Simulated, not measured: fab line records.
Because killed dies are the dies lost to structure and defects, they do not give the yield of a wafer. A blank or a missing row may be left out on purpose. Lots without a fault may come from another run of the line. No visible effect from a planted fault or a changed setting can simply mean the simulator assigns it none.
Which tool was responsible? / flow nand-harc / Sampling: 13 lots, 39 wafers, 5 of 1159 route steps

WHAT THE GAUGES SHOWED, per wafer
NHARC_END_SORT_01.
lot=L725; measured=day 20 19:58; on=prober-01; defect-limited-yield (%)=95.6 95.9 96.5; killed-at-array=26 23 21; killed-at-other=0 0 0; killed-at-periphery=4 5 3; killed-dies=30 28 24; killed-open=1 1 3; killed-short=5 2 2; sort_bin_2_pct (%)=1.2 0.4 1.9; sort_bin_3_pct (%)=0.15 0.44 0; sort_bin_4_pct (%)=3.1 3.2 1.6; sort-n-pass=647 649 653; sort-rim-yield-pct (%)=98.1 98.1 99.1; sort-yield-pct (%)=95.6 95.9 96.5
lot=L730; measured=day 21 14:31; on=prober-01; defect-limited-yield (%)=97.5 97.2 84.6; killed-at-array=13 10 100; killed-at-other=0 2 0; killed-at-periphery=4 7 4; killed-dies=17 19 104; killed-open=3 2 4; killed-short=1 3 2; sort_bin_2_pct (%)=1.2 1.2 6.4; sort_bin_3_pct (%)=0 0.15 6.06; sort_bin_4_pct (%)=1.3 1.5 3.0; sort-n-pass=660 658 573; sort-rim-yield-pct (%)=100.0 99.1 86.8; sort-yield-pct (%)=97.5 97.2 84.6
lot=L735; measured=day 23 08:03; on=prober-02; defect-limited-yield (%)=93.9 95.3 95.6; killed-at-array=36 30 28; killed-at-other=1 0 0; killed-at-periphery=4 2 2; killed-dies=41 32 30; killed-open=4 2 6; killed-short=0 1 1; sort_bin_2_pct (%)=2.1 1.2 2.1; sort_bin_3_pct (%)=0.59 0.15 0.15; sort_bin_4_pct (%)=3.4 3.4 2.2; sort-n-pass=636 645 647; sort-rim-yield-pct (%)=97.2 97.2 98.1; sort-yield-pct (%)=93.9 95.3 95.6
lot=L740; measured=day 23 08:01; on=prober-01; defect-limited-yield (%)=95.0 95.1 95.9; killed-at-array=30 28 26; killed-at-other=0 0 0; killed-at-periphery=4 5 2; killed-dies=34 33 28; killed-open=4 2 1; killed-short=1 0 1; sort_bin_2_pct (%)=2.2 2.1 1.3; sort_bin_3_pct (%)=0.15 0.15 0.30; sort_bin_4_pct (%)=2.7 2.7 2.5; sort-n-pass=643 644 649; sort-rim-yield-pct (%)=98.1 97.2 99.1; sort-yield-pct (%)=95.0 95.1 95.9
lot=L738; measured=day 24 02:49; on=prober-01; defect-limited-yield (%)=93.9 94.1 92.5; killed-at-array=38 38 46; killed-at-other=1 0 1; killed-at-periphery=2 2 4; killed-dies=41 40 51; killed-open=2 2 6; killed-short=4 0 2; sort_bin_2_pct (%)=2.4 1.3 2.7; sort_bin_3_pct (%)=0.74 0.44 0.30; sort_bin_4_pct (%)=3.0 4.1 4.6; sort-n-pass=636 637 626; sort-rim-yield-pct (%)=96.2 99.1 98.1; sort-yield-pct (%)=93.9 94.1 92.5

WHAT TOOL EACH LOT RAN ON (gives the tool, then ch and the chambers of the sampled wafers, and finally the start)
lot=L720; NHARC_A_M0_PVD_21=pvd-sputter-02, day 18 09:43; NHARC_THIN_TSV_DEP_47=pecvd-03 ch 1,2, day 19 14:26; NHARC_THIN_TSV_PRE_CLEAN_50=pvd-sputter-02, day 19 19:06 or earlier; NHARC_THIN_TSV_ETCH_36=rie-metal-01 ch 0,1, day 19 19:06
lot=L723; NHARC_A_M0_PVD_21=pvd-sputter-03, day 18 09:52; NHARC_THIN_TSV_DEP_47=pecvd-01 ch 0,1, day 19 15:32; NHARC_THIN_TSV_PRE_CLEAN_50=pvd-sputter-03, day 19 20:47 or earlier; NHARC_THIN_TSV_ETCH_36=rie-metal-01 ch 0,1, day 19 20:47
lot=L722; NHARC_A_M0_PVD_21=pvd-sputter-03, day 18 15:25; NHARC_THIN_TSV_DEP_47=pecvd-02 ch 0,2, day 19 18:57; NHARC_THIN_TSV_PRE_CLEAN_50=pvd-sputter-01, day 20 00:20 or earlier; NHARC_THIN_TSV_ETCH_36=rie-metal-02 ch 0, day 20 00:20
lot=L724; NHARC_A_M0_PVD_21=pvd-sputter-01, day 18 15:51; NHARC_THIN_TSV_DEP_47=pecvd-03 ch 0,2, day 19 17:17; NHARC_THIN_TSV_PRE_CLEAN_50=pvd-sputter-03, day 19 23:02 or earlier; NHARC_THIN_TSV_ETCH_36=rie-metal-02 ch 0,1, day 19 23:02
lot=L725; NHARC_A_M0_PVD_21=pvd-sputter-01, day 19 05:14; NHARC_THIN_TSV_DEP_47=pecvd-01 ch 0,2, day 20 06:38; NHARC_THIN_TSV_PRE_CLEAN_50=pvd-sputter-01, day 20 11:37 or earlier; NHARC_THIN_TSV_ETCH_36=rie-metal-02 ch 0,1, day 20 11:37
lot=L730; NHARC_A_M0_PVD_21=pvd-sputter-03, day 19 22:14; NHARC_THIN_TSV_DEP_47=pecvd-01 ch 0,1,2, day 21 01:17; NHARC_THIN_TSV_PRE_CLEAN_50=pvd-sputter-03, day 21 06:04 or earlier; NHARC_THIN_TSV_ETCH_36=rie-metal-03 ch 0,1, day 21 06:04
lot=L735; NHARC_A_M0_PVD_21=pvd-sputter-01, day 21 14:00; NHARC_THIN_TSV_DEP_47=pecvd-01 ch 1,2, day 22 19:16; NHARC_THIN_TSV_PRE_CLEAN_50=pvd-sputter-03, day 22 23:49 or earlier; NHARC_THIN_TSV_ETCH_36=rie-metal-02 ch 0,1, day 22 23:49
lot=L740; NHARC_A_M0_PVD_21=pvd-sputter-01, day 21 19:09; NHARC_THIN_TSV_DEP_47=pecvd-01 ch 0,1,2, day 22 17:49; NHARC_THIN_TSV_PRE_CLEAN_50=pvd-sputter-02, day 22 22:37 or earlier; NHARC_THIN_TSV_ETCH_36=rie-metal-02 ch 0,1, day 22 22:37
lot=L741; NHARC_A_M0_PVD_21=pvd-sputter-01, day 21 22:58; NHARC_THIN_TSV_DEP_47=pecvd-01 ch 1,2, day 23 05:26; NHARC_THIN_TSV_PRE_CLEAN_50=pvd-sputter-03, day 23 10:32 or earlier; NHARC_THIN_TSV_ETCH_36=rie-metal-02 ch 0,1, day 23 10:32
lot=L738; NHARC_A_M0_PVD_21=pvd-sputter-02, day 22 06:35; NHARC_THIN_TSV_DEP_47=pecvd-02 ch 0,1, day 23 04:18; NHARC_THIN_TSV_PRE_CLEAN_50=pvd-sputter-03, day 23 09:02 or earlier; NHARC_THIN_TSV_ETCH_36=rie-metal-01 ch 0,1, day 23 09:02
lot=L739; NHARC_A_M0_PVD_21=pvd-sputter-03, day 22 18:01; NHARC_THIN_TSV_DEP_47=pecvd-02 ch 0,2, day 23 19:37; NHARC_THIN_TSV_PRE_CLEAN_50=pvd-sputter-01, day 24 00:17 or earlier; NHARC_THIN_TSV_ETCH_36=rie-metal-01 ch 0,1, day 24 00:17
lot=L742; NHARC_A_M0_PVD_21=pvd-sputter-02, day 22 18:34; NHARC_THIN_TSV_DEP_47=pecvd-02 ch 0,1,2, day 23 20:33; NHARC_THIN_TSV_PRE_CLEAN_50=pvd-sputter-02, day 24 01:21 or earlier; NHARC_THIN_TSV_ETCH_36=rie-metal-03 ch 0,1, day 24 01:21
lot=L743; NHARC_A_M0_PVD_21=pvd-sputter-02, day 24 05:31; NHARC_THIN_TSV_DEP_47=pecvd-03 ch 0,2, day 25 07:20; NHARC_THIN_TSV_PRE_CLEAN_50=pvd-sputter-03, day 25 12:09 or earlier; NHARC_THIN_TSV_ETCH_36=rie-metal-03 ch 1, day 25 12:09
- NHARC_A_M0_PVD_21: deposits Cu, target thk 30 nm, time 20.49 s.
- NHARC_THIN_TSV_DEP_47: deposits SiO2, target thk 200 nm.
- NHARC_THIN_TSV_PRE_CLEAN_50: time 30 s.
- NHARC_THIN_TSV_ETCH_36: etches the open film in Cl2/BCl3, target depth 65 nm, time 18.571 s.

WHAT THE TOOLS THEMSELVES READ (means of the sampled wafers that have a number; where no wafer has one, the mark that the record gives instead)
NHARC_A_M0_PVD_21.
lot=L720; tool=pvd-sputter-02; throttle-valve-pct (%)=29.4
lot=L723; tool=pvd-sputter-03; throttle-valve-pct (%)=30.1
lot=L722; tool=pvd-sputter-03; throttle-valve-pct (%)=29.3
lot=L724; tool=pvd-sputter-01; throttle-valve-pct (%)=30.5
lot=L725; tool=pvd-sputter-01; throttle-valve-pct (%)=31.3
lot=L730; tool=pvd-sputter-03; throttle-valve-pct (%)=29.4
lot=L735; tool=pvd-sputter-01; throttle-valve-pct (%)=31.0
lot=L740; tool=pvd-sputter-01; throttle-valve-pct (%)=31.3
lot=L741; tool=pvd-sputter-01; throttle-valve-pct (%)=31.4
lot=L738; tool=pvd-sputter-02; throttle-valve-pct (%)=29.6
lot=L739; tool=pvd-sputter-03; throttle-valve-pct (%)=29.9
lot=L742; tool=pvd-sputter-02; throttle-valve-pct (%)=29.4
lot=L743; tool=pvd-sputter-02; throttle-valve-pct (%)=29.6

NHARC_THIN_TSV_DEP_47.
lot=L720; tool=pecvd-03; throttle-valve-pct (%)=16.1
lot=L723; tool=pecvd-01; throttle-valve-pct (%)=16.0
lot=L722; tool=pecvd-02; throttle-valve-pct (%)=15.7
lot=L724; tool=pecvd-03; throttle-valve-pct (%)=16.3
lot=L725; tool=pecvd-01; throttle-valve-pct (%)=15.8
lot=L730; tool=pecvd-01; throttle-valve-pct (%)=16.1
lot=L735; tool=pecvd-01; throttle-valve-pct (%)=16.2
lot=L740; tool=pecvd-01; throttle-valve-pct (%)=16.1
lot=L741; tool=pecvd-01; throttle-valve-pct (%)=16.3
lot=L738; tool=pecvd-02; throttle-valve-pct (%)=15.7
lot=L739; tool=pecvd-02; throttle-valve-pct (%)=15.6
lot=L742; tool=pecvd-02; throttle-valve-pct (%)=15.7
lot=L743; tool=pecvd-03; throttle-valve-pct (%)=16.7

NHARC_THIN_TSV_PRE_CLEAN_50.
lot=L720; tool=pvd-sputter-02; heater-power-w (W)=403
lot=L723; tool=pvd-sputter-03; heater-power-w (W)=384
lot=L722; tool=pvd-sputter-01; heater-power-w (W)=373
lot=L724; tool=pvd-sputter-03; heater-power-w (W)=384
lot=L725; tool=pvd-sputter-01; heater-power-w (W)=409
lot=L730; tool=pvd-sputter-03; heater-power-w (W)=387
lot=L735; tool=pvd-sputter-03; heater-power-w (W)=350
lot=L740; tool=pvd-sputter-02; heater-power-w (W)=391
lot=L741; tool=pvd-sputter-03; heater-power-w (W)=363
lot=L738; tool=pvd-sputter-03; heater-power-w (W)=368
lot=L739; tool=pvd-sputter-01; heater-power-w (W)=384
lot=L742; tool=pvd-sputter-02; heater-power-w (W)=387
lot=L743; tool=pvd-sputter-03; heater-power-w (W)=374

NHARC_THIN_TSV_ETCH_36.
lot=L720; tool=rie-metal-01; drypump-motor-current-A (A)=5.4; oes-product-au (a.u.)=1.007
lot=L723; tool=rie-metal-01; drypump-motor-current-A (A)=5.4; oes-product-au (a.u.)=1.013
lot=L722; tool=rie-metal-02; drypump-motor-current-A (A)=6.2; oes-product-au (a.u.)=1.007
lot=L724; tool=rie-metal-02; drypump-motor-current-A (A)=5.8; oes-product-au (a.u.)=1.009
lot=L725; tool=rie-metal-02; drypump-motor-current-A (A)=6.0; oes-product-au (a.u.)=1.016
lot=L730; tool=rie-metal-03; drypump-motor-current-A (A)=6.2; oes-product-au (a.u.)=1.013
lot=L735; tool=rie-metal-02; drypump-motor-current-A (A)=6.0; oes-product-au (a.u.)=1.012
lot=L740; tool=rie-metal-02; drypump-motor-current-A (A)=6.0; oes-product-au (a.u.)=1.015
lot=L741; tool=rie-metal-02; drypump-motor-current-A (A)=5.9; oes-product-au (a.u.)=1.011
lot=L738; tool=rie-metal-01; drypump-motor-current-A (A)=5.4; oes-product-au (a.u.)=1.007
lot=L739; tool=rie-metal-01; drypump-motor-current-A (A)=5.4; oes-product-au (a.u.)=1.007
lot=L742; tool=rie-metal-03; drypump-motor-current-A (A)=6.0; oes-product-au (a.u.)=1.011
lot=L743; tool=rie-metal-03; drypump-motor-current-A (A)=6.5; oes-product-au (a.u.)=1.005

THE ANSWER, worked out from the rows above alone
Rule: what is usual is taken from the lots themselves. The widest of any qualifying gaps counts: lots, ordered by their means at a reading, are off when they make up no more than a third of the lots, leave a main group of 4 or more, and stand apart from it by 3 or more times the standard deviation of that group's means. A main group is skipped when, at the precision printed for the reading in the tables above, its means are all equal. A lot without any number at a reading at which 4 lots or more have one is off too. Where the step has rows for the other lots, those lots are counted as sound. First the gauges in route order, then the tools' own readings, where a lot's mean is used as printed above. At the first step where some lot is off, the reading lying furthest off is the one used; lots without a number count as furthest.
Off: L730, at NHARC_END_SORT_01 (sort_bin_3_pct). The main group has a mean of 0.30 % with a standard deviation of 0.12. Neither off nor sound, because the step has no rows for them: L720, L723, L722, L724, L741, L739, L742, L743.
A tool fits if, at a process step before that reading, it ran every lot that is off, and no sound lot after the first of them. Gauges at NHARC_END_SORT_01: tried the same way as those tools. NHARC_THIN_TSV_PRE_CLEAN_50 gives no start for some lots, so the hours and the order of its lots are those of NHARC_THIN_TSV_ETCH_36. 2 tools fit, pvd-sputter-03 at NHARC_A_M0_PVD_21 and rie-metal-03 at NHARC_THIN_TSV_ETCH_36, so this cannot tell which one it is.

WHAT HAD BEEN PUT IN BY THE SIMULATOR
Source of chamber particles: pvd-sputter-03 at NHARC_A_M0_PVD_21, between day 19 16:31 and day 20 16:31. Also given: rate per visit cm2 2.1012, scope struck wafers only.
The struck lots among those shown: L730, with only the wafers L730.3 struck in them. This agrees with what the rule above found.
